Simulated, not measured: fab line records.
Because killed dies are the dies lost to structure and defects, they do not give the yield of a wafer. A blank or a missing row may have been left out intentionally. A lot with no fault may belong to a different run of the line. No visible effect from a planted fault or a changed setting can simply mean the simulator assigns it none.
Which tool is to blame? || flow n5Finfet || 11 lots with 33 wafers sampled at 6 steps, on a route of 1938 steps

WHAT THE GAUGES READ, wafer by wafer
N5_FIN_SAQP_OCD_MEAS_76.
{"lot": "L463", "measured": "day 2 13:29", "on": "ocd-02", "trenchDepthNm (nm)": "120.4 120.4 119.8"}
{"lot": "L464", "measured": "day 2 21:40", "on": "ocd-02", "trenchDepthNm (nm)": "121.1 120.4 119.5"}
{"lot": "L465", "measured": "day 3 04:49", "on": "ocd-01", "trenchDepthNm (nm)": "119.3 117.9 118.5"}
{"lot": "L466", "measured": "day 3 07:52", "on": "ocd-02", "trenchDepthNm (nm)": "119.6 120.1 120.0"}
{"lot": "L474", "measured": "day 5 09:13", "on": "ocd-01", "trenchDepthNm (nm)": "118.9 119.4 117.5"}
{"lot": "L475", "measured": "day 5 14:17", "on": "ocd-01", "trenchDepthNm (nm)": "119.7 120.5 119.5"}
{"lot": "L476", "measured": "day 5 20:34", "on": "ocd-02", "trenchDepthNm (nm)": "117.8 119.1 117.9"}
{"lot": "L477", "measured": "day 6 08:06", "on": "ocd-01", "trenchDepthNm (nm)": "119.6 119.9 119.5"}
{"lot": "L480", "measured": "day 7 10:18", "on": "ocd-02", "trenchDepthNm (nm)": "119.2 119.8 118.1"}
{"lot": "L481", "measured": "day 7 18:12", "on": "ocd-02", "trenchDepthNm (nm)": "120.4 117.4 119.2"}
{"lot": "L484", "measured": "day 7 23:14", "on": "ocd-01", "trenchDepthNm (nm)": "119.3 120.1 119.6"}

N5_FIN_SAQP_INSPECT_40: inspects for defects (brightfield).
{"lot": "L463", "measured": "day 2 13:31", "on": "defectInspect-01", "rawDefectCount": "265 280 181"}
{"lot": "L464", "measured": "day 2 21:41", "on": "defectInspect-02", "rawDefectCount": "169 275 167"}
{"lot": "L465", "measured": "day 3 04:50", "on": "defectInspect-01", "rawDefectCount": "168 218 182"}
{"lot": "L466", "measured": "day 3 07:53", "on": "defectInspect-02", "rawDefectCount": "242 260 249"}
{"lot": "L474", "measured": "day 5 09:15", "on": "defectInspect-01", "rawDefectCount": "272 271 179"}
{"lot": "L475", "measured": "day 5 14:19", "on": "defectInspect-01", "rawDefectCount": "179 263 200"}
{"lot": "L476", "measured": "day 5 20:35", "on": "defectInspect-01", "rawDefectCount": "1652 1659 1508"}
{"lot": "L477", "measured": "day 6 08:08", "on": "defectInspect-02", "rawDefectCount": "1475 1467 1402"}
{"lot": "L480", "measured": "day 7 10:20", "on": "defectInspect-01", "rawDefectCount": "351 156 165"}
{"lot": "L481", "measured": "day 7 18:14", "on": "defectInspect-01", "rawDefectCount": "1421 1545 1507"}
{"lot": "L484", "measured": "day 7 23:16", "on": "defectInspect-02", "rawDefectCount": "246 217 174"}

N5_FIN_CUT_INSPECT_10: inspects for defects (brightfield).
{"lot": "L463", "measured": "day 2 14:01", "on": "defectInspect-01", "rawDefectCount": "64 75 49"}
{"lot": "L464", "measured": "day 2 22:13", "on": "defectInspect-02", "rawDefectCount": "36 44 31"}
{"lot": "L465", "measured": "day 3 05:14", "on": "defectInspect-01", "rawDefectCount": "29 27 30"}
{"lot": "L466", "measured": "day 3 08:25", "on": "defectInspect-02", "rawDefectCount": "40 52 43"}
{"lot": "L474", "measured": "day 5 09:38", "on": "defectInspect-01", "rawDefectCount": "55 40 35"}
{"lot": "L475", "measured": "day 5 14:42", "on": "defectInspect-02", "rawDefectCount": "36 36 39"}
{"lot": "L476", "measured": "day 5 20:59", "on": "defectInspect-02", "rawDefectCount": "1336 1326 1315"}
{"lot": "L477", "measured": "day 6 08:31", "on": "defectInspect-01", "rawDefectCount": "1328 1350 1298"}
{"lot": "L480", "measured": "day 7 10:43", "on": "defectInspect-02", "rawDefectCount": "59 41 25"}
{"lot": "L481", "measured": "day 7 18:38", "on": "defectInspect-01", "rawDefectCount": "1247 1347 1320"}
{"lot": "L484", "measured": "day 7 23:39", "on": "defectInspect-01", "rawDefectCount": "46 43 42"}

WHICH TOOL RAN EACH LOT (tool, then ch and the chambers of the sampled wafers, then the start)
{"lot": "L463", "N5_FIN_SAQP_MANDREL_ETCH_22": "rieSi-02 ch 0,1, day 2 09:31", "N5_FIN_SAQP_ETCH_65": "rieSi-01 ch 1,2, day 2 11:23", "N5_FIN_SAQP_STRIP_77": "rieDiel-05 ch 0,2,3, day 2 13:04"}
{"lot": "L464", "N5_FIN_SAQP_MANDREL_ETCH_22": "rieSi-03 ch 1,3, day 2 16:10", "N5_FIN_SAQP_ETCH_65": "rieSi-02 ch 0,2, day 2 18:35", "N5_FIN_SAQP_STRIP_77": "rieDiel-04 ch 0,1, day 2 21:15"}
{"lot": "L465", "N5_FIN_SAQP_MANDREL_ETCH_22": "rieSi-03 ch 0,1,2, day 3 00:55", "N5_FIN_SAQP_ETCH_65": "rieSi-02 ch 0,1,3, day 3 02:48", "N5_FIN_SAQP_STRIP_77": "rieDiel-02 ch 0,1,2, day 3 04:24"}
{"lot": "L466", "N5_FIN_SAQP_MANDREL_ETCH_22": "rieSi-03 ch 1,2, day 3 03:47", "N5_FIN_SAQP_ETCH_65": "rieSi-01 ch 0,2, day 3 05:55", "N5_FIN_SAQP_STRIP_77": "rieDiel-05 ch 0,2, day 3 07:27"}
{"lot": "L474", "N5_FIN_SAQP_MANDREL_ETCH_22": "rieSi-03 ch 0,1,2, day 5 05:24", "N5_FIN_SAQP_ETCH_65": "rieSi-03 ch 1,3, day 5 07:16", "N5_FIN_SAQP_STRIP_77": "rieDiel-05 ch 0,2, day 5 08:49"}
{"lot": "L475", "N5_FIN_SAQP_MANDREL_ETCH_22": "rieSi-03 ch 0,2,3, day 5 10:08", "N5_FIN_SAQP_ETCH_65": "rieSi-01 ch 1,2, day 5 12:17", "N5_FIN_SAQP_STRIP_77": "rieDiel-02 ch 0,1,3, day 5 13:52"}
{"lot": "L476", "N5_FIN_SAQP_MANDREL_ETCH_22": "rieSi-03 ch 2,3, day 5 15:48", "N5_FIN_SAQP_ETCH_65": "rieSi-03 ch 0,2, day 5 18:09", "N5_FIN_SAQP_STRIP_77": "rieDiel-04 ch 0,1, day 5 20:06"}
{"lot": "L477", "N5_FIN_SAQP_MANDREL_ETCH_22": "rieSi-03 ch 1,3, day 6 00:59", "N5_FIN_SAQP_ETCH_65": "rieSi-03 ch 1,3, day 6 05:38", "N5_FIN_SAQP_STRIP_77": "rieDiel-05 ch 0,1,2, day 6 07:41"}
{"lot": "L480", "N5_FIN_SAQP_MANDREL_ETCH_22": "rieSi-01 ch 0,1, day 7 05:52", "N5_FIN_SAQP_ETCH_65": "rieSi-03 ch 1,2, day 7 08:10", "N5_FIN_SAQP_STRIP_77": "rieDiel-02 ch 1,2, day 7 09:53"}
{"lot": "L481", "N5_FIN_SAQP_MANDREL_ETCH_22": "rieSi-03 ch 1,2,3, day 7 12:55", "N5_FIN_SAQP_ETCH_65": "rieSi-03 ch 1,2,3, day 7 15:14", "N5_FIN_SAQP_STRIP_77": "rieDiel-05 ch 0,1,2, day 7 17:47"}
{"lot": "L484", "N5_FIN_SAQP_MANDREL_ETCH_22": "rieSi-01 ch 0,1, day 7 19:04", "N5_FIN_SAQP_ETCH_65": "rieSi-01 ch 0,2,3, day 7 21:00", "N5_FIN_SAQP_STRIP_77": "rieDiel-02 ch 1,2,3, day 7 22:48"}
- N5_FIN_SAQP_MANDREL_ETCH_22: etches a-Si in HBr/Cl2, stops on SiNx, target depth 60 nm, bt time 10 s, time 30 s.
- N5_FIN_SAQP_ETCH_65: etches SiO2 in CF4, target depth 4 nm, time 4.4 s.
- N5_FIN_SAQP_STRIP_77: strips in N2/H2, time 90 s.

WHAT THE TOOLS THEMSELVES READ (means of the sampled wafers that have a number; where no wafer has one, the mark that the record gives instead)
N5_FIN_SAQP_MANDREL_ETCH_22.
{"lot": "L463", "tool": "rieSi-02", "drypumpMotorCurrentA (A)": 5.6, "oesProductAu (a.u.)": 0.792, "throttleValvePct (%)": 35.69}
{"lot": "L464", "tool": "rieSi-03", "drypumpMotorCurrentA (A)": 5.1, "oesProductAu (a.u.)": 0.772, "throttleValvePct (%)": 35.65}
{"lot": "L465", "tool": "rieSi-03", "drypumpMotorCurrentA (A)": 5.6, "oesProductAu (a.u.)": 0.766, "throttleValvePct (%)": 35.35}
{"lot": "L466", "tool": "rieSi-03", "drypumpMotorCurrentA (A)": 5.5, "oesProductAu (a.u.)": 0.761, "throttleValvePct (%)": 35.59}
{"lot": "L474", "tool": "rieSi-03", "drypumpMotorCurrentA (A)": 5.6, "oesProductAu (a.u.)": 0.772, "throttleValvePct (%)": 35.34}
{"lot": "L475", "tool": "rieSi-03", "drypumpMotorCurrentA (A)": 5.4, "oesProductAu (a.u.)": 0.783, "throttleValvePct (%)": 35.28}
{"lot": "L476", "tool": "rieSi-03", "drypumpMotorCurrentA (A)": 5.1, "oesProductAu (a.u.)": 0.788, "throttleValvePct (%)": 35.36}
{"lot": "L477", "tool": "rieSi-03", "drypumpMotorCurrentA (A)": 5.1, "oesProductAu (a.u.)": 0.781, "throttleValvePct (%)": 35.63}
{"lot": "L480", "tool": "rieSi-01", "drypumpMotorCurrentA (A)": 5.9, "oesProductAu (a.u.)": 0.785, "throttleValvePct (%)": 35.47}
{"lot": "L481", "tool": "rieSi-03", "drypumpMotorCurrentA (A)": 5.2, "oesProductAu (a.u.)": 0.785, "throttleValvePct (%)": 35.52}
{"lot": "L484", "tool": "rieSi-01", "drypumpMotorCurrentA (A)": 6.3, "oesProductAu (a.u.)": 0.776, "throttleValvePct (%)": 35.58}

N5_FIN_SAQP_ETCH_65.
{"lot": "L463", "tool": "rieSi-01", "drypumpMotorCurrentA (A)": 6.6, "oesProductAu (a.u.)": 1.021, "throttleValvePct (%)": 22.08}
{"lot": "L464", "tool": "rieSi-02", "drypumpMotorCurrentA (A)": 5.1, "oesProductAu (a.u.)": 1.015, "throttleValvePct (%)": 22.15}
{"lot": "L465", "tool": "rieSi-02", "drypumpMotorCurrentA (A)": 5.6, "oesProductAu (a.u.)": 0.975, "throttleValvePct (%)": 21.93}
{"lot": "L466", "tool": "rieSi-01", "drypumpMotorCurrentA (A)": 5.8, "oesProductAu (a.u.)": 0.987, "throttleValvePct (%)": 21.89}
{"lot": "L474", "tool": "rieSi-03", "drypumpMotorCurrentA (A)": 5.4, "oesProductAu (a.u.)": 1.006, "throttleValvePct (%)": 22.04}
{"lot": "L475", "tool": "rieSi-01", "drypumpMotorCurrentA (A)": 6.6, "oesProductAu (a.u.)": 1.015, "throttleValvePct (%)": 22.08}
{"lot": "L476", "tool": "rieSi-03", "drypumpMotorCurrentA (A)": 5.7, "oesProductAu (a.u.)": 0.997, "throttleValvePct (%)": 21.66}
{"lot": "L477", "tool": "rieSi-03", "drypumpMotorCurrentA (A)": 5.4, "oesProductAu (a.u.)": 0.995, "throttleValvePct (%)": 22.04}
{"lot": "L480", "tool": "rieSi-03", "drypumpMotorCurrentA (A)": 5.3, "oesProductAu (a.u.)": 1.001, "throttleValvePct (%)": 21.82}
{"lot": "L481", "tool": "rieSi-03", "drypumpMotorCurrentA (A)": 5.3, "oesProductAu (a.u.)": 1.010, "throttleValvePct (%)": 21.90}
{"lot": "L484", "tool": "rieSi-01", "drypumpMotorCurrentA (A)": 5.9, "oesProductAu (a.u.)": 0.991, "throttleValvePct (%)": 21.77}

N5_FIN_SAQP_STRIP_77.
{"lot": "L463", "tool": "rieDiel-05", "drypumpMotorCurrentA (A)": 5.8, "oesProductAu (a.u.)": 0.79, "rfVppV (V)": 45.3, "showerheadPlenumPTorr (Torr)": 3.44, "throttleValvePct (%)": 12.07}
{"lot": "L464", "tool": "rieDiel-04", "drypumpMotorCurrentA (A)": 5.8, "oesProductAu (a.u.)": 0.71, "rfVppV (V)": 45.8, "showerheadPlenumPTorr (Torr)": 3.41, "throttleValvePct (%)": 12.18}
{"lot": "L465", "tool": "rieDiel-02", "drypumpMotorCurrentA (A)": 5.6, "oesProductAu (a.u.)": 0.82, "rfVppV (V)": 44.9, "showerheadPlenumPTorr (Torr)": 3.41, "throttleValvePct (%)": 12.18}
{"lot": "L466", "tool": "rieDiel-05", "drypumpMotorCurrentA (A)": 6.0, "oesProductAu (a.u.)": 0.78, "rfVppV (V)": 45.1, "showerheadPlenumPTorr (Torr)": 3.40, "throttleValvePct (%)": 12.09}
{"lot": "L474", "tool": "rieDiel-05", "drypumpMotorCurrentA (A)": 6.0, "oesProductAu (a.u.)": 0.76, "rfVppV (V)": 45.2, "showerheadPlenumPTorr (Torr)": 3.39, "throttleValvePct (%)": 12.12}
{"lot": "L475", "tool": "rieDiel-02", "drypumpMotorCurrentA (A)": 5.9, "oesProductAu (a.u.)": 0.79, "rfVppV (V)": 45.7, "showerheadPlenumPTorr (Torr)": 3.43, "throttleValvePct (%)": 12.23}
{"lot": "L476", "tool": "rieDiel-04", "drypumpMotorCurrentA (A)": 5.8, "oesProductAu (a.u.)": 0.70, "rfVppV (V)": 45.4, "showerheadPlenumPTorr (Torr)": 3.40, "throttleValvePct (%)": 12.24}
{"lot": "L477", "tool": "rieDiel-05", "drypumpMotorCurrentA (A)": 6.1, "oesProductAu (a.u.)": 0.80, "rfVppV (V)": 44.4, "showerheadPlenumPTorr (Torr)": 3.35, "throttleValvePct (%)": 11.99}
{"lot": "L480", "tool": "rieDiel-02", "drypumpMotorCurrentA (A)": 5.2, "oesProductAu (a.u.)": 0.75, "rfVppV (V)": 45.8, "showerheadPlenumPTorr (Torr)": 3.38, "throttleValvePct (%)": 12.42}
{"lot": "L481", "tool": "rieDiel-05", "drypumpMotorCurrentA (A)": 6.0, "oesProductAu (a.u.)": 0.79, "rfVppV (V)": 45.1, "showerheadPlenumPTorr (Torr)": 3.35, "throttleValvePct (%)": 12.01}
{"lot": "L484", "tool": "rieDiel-02", "drypumpMotorCurrentA (A)": 5.5, "oesProductAu (a.u.)": 0.73, "rfVppV (V)": 45.3, "showerheadPlenumPTorr (Torr)": 3.41, "throttleValvePct (%)": 12.43}

THE ANSWER, worked out from the rows above alone
Rule: the lots themselves supply what counts as usual. Put in order of their means at a reading, lots are off if they are a third of the lots or fewer, leave a main group of 4 or more, and stand apart from it by a gap of 3 or more times the standard deviation of the main group's means; of several such gaps the widest counts. A main group is skipped when, at the precision printed for the reading in the tables above, its means are all equal. Also off: a lot with no number at a reading for which 4 or more lots have one. All remaining lots with rows at the step are treated as sound. First the gauges in route order, then the tools' own readings, where a lot's mean is used as printed above. At the first step where some lot is off, the reading lying furthest off is the one used; lots without a number count as furthest.
Off at N5_FIN_SAQP_INSPECT_40 (rawDefectCount): L476, L477, L481. The main group: mean 222, standard deviation 20.
If a tool, at a process step before that reading, ran all the lots that are off and no sound lot after the first of them, it fits. Those tools and the gauges at N5_FIN_SAQP_INSPECT_40 are tried in the same way. One fits: N5_FIN_SAQP_MANDREL_ETCH_22 on rieSi-03. A fault onset in the window from L475 (day 5 10:08, its last sound lot) to L476 (day 5 15:48, its first lot off) fits.

WHAT THE SIMULATOR PUT IN
Chamber particle source: rieSi-03, from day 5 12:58 on, at N5_FIN_SAQP_MANDREL_ETCH_22. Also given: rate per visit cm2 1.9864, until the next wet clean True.
Shown lots that were struck: L476, L477, L481. This agrees with what the rule above found.
